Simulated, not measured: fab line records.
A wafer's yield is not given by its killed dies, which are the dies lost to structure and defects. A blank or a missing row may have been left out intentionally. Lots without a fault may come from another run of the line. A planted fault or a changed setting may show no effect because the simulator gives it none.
Chamber matching -- flow n5-finfet -- N5_BEOL_M0_SAQP_STRIP_75 on rie-diel-01 has 4 sister chambers
The step strips in CF4. 14 wafers are shown with their chamber, then 7 later ones without.

WAFERS WITH THEIR CHAMBER
wafer,chamber,drypump-motor-current-A (A),showerhead-plenum-p-Torr (Torr),throttle-valve-pct (%)
L074.1,2,4.9,1.69,13.77
L074.2,3,5.1,1.91,13.27
L074.3,1,6.0,1.79,13.75
L077.1,1,6.0,1.79,13.75
L077.4,0,6.2,1.82,13.23
L077.6,0,6.2,1.82,13.24
L079.3,1,6.0,1.79,13.78
L079.5,0,6.2,1.82,13.22
L079.6,1,6.0,1.79,13.77
L083.1,3,5.1,1.90,13.33
L083.2,0,6.2,1.81,13.25
L083.4,1,6.0,1.79,13.77
L086.1,1,6.0,1.78,13.81
L086.2,0,6.3,1.81,13.24

SIGNATURES (averages over the wafers above)
reading,chamber 0,chamber 1,chamber 2,chamber 3,scatter within a chamber
drypump-motor-current-A,6.220,6.000,4.900,5.100,0.0283
showerhead-plenum-p-Torr,1.8160,1.7883,1.6900,1.9050,0.00503
throttle-valve-pct,13.2360,13.7717,13.7700,13.3000,0.0219
Rule: for a wafer and a chamber, the distance is found by dividing, reading by reading, the gap between the wafer's reading and the chamber's mean by the reading's scatter, squaring, summing and taking the root. If the next closest chamber is less than 2 further off than the closest, the wafer can't be placed; otherwise it belongs to the closest. The scatter is the square root of a quotient: the sum, over the shown wafers, of each reading's squared deviation from its chamber's mean, divided by wafers minus chambers.

WAFERS WITH NO CHAMBER GIVEN
wafer,drypump-motor-current-A (A),showerhead-plenum-p-Torr (Torr),throttle-valve-pct (%)
L086.3,4.9,1.69,13.82
L090.1,5.1,1.90,13.35
L090.3,6.0,1.78,13.81
L090.4,4.8,1.68,13.82
L093.1,4.9,1.68,13.85
L093.2,6.2,1.81,13.29
L093.3,5.1,1.90,13.34

THE CHAMBER EACH PASSED THROUGH
wafer,from the rows above,in truth
L086.3,2,2
L090.1,3,3
L090.3,1,1
L090.4,2,2
L093.1,2,2
L093.2,0,0
L093.3,3,3
Placed correctly: 7 of 7. Left unplaced by these rows: 0. 0 placed wrongly.
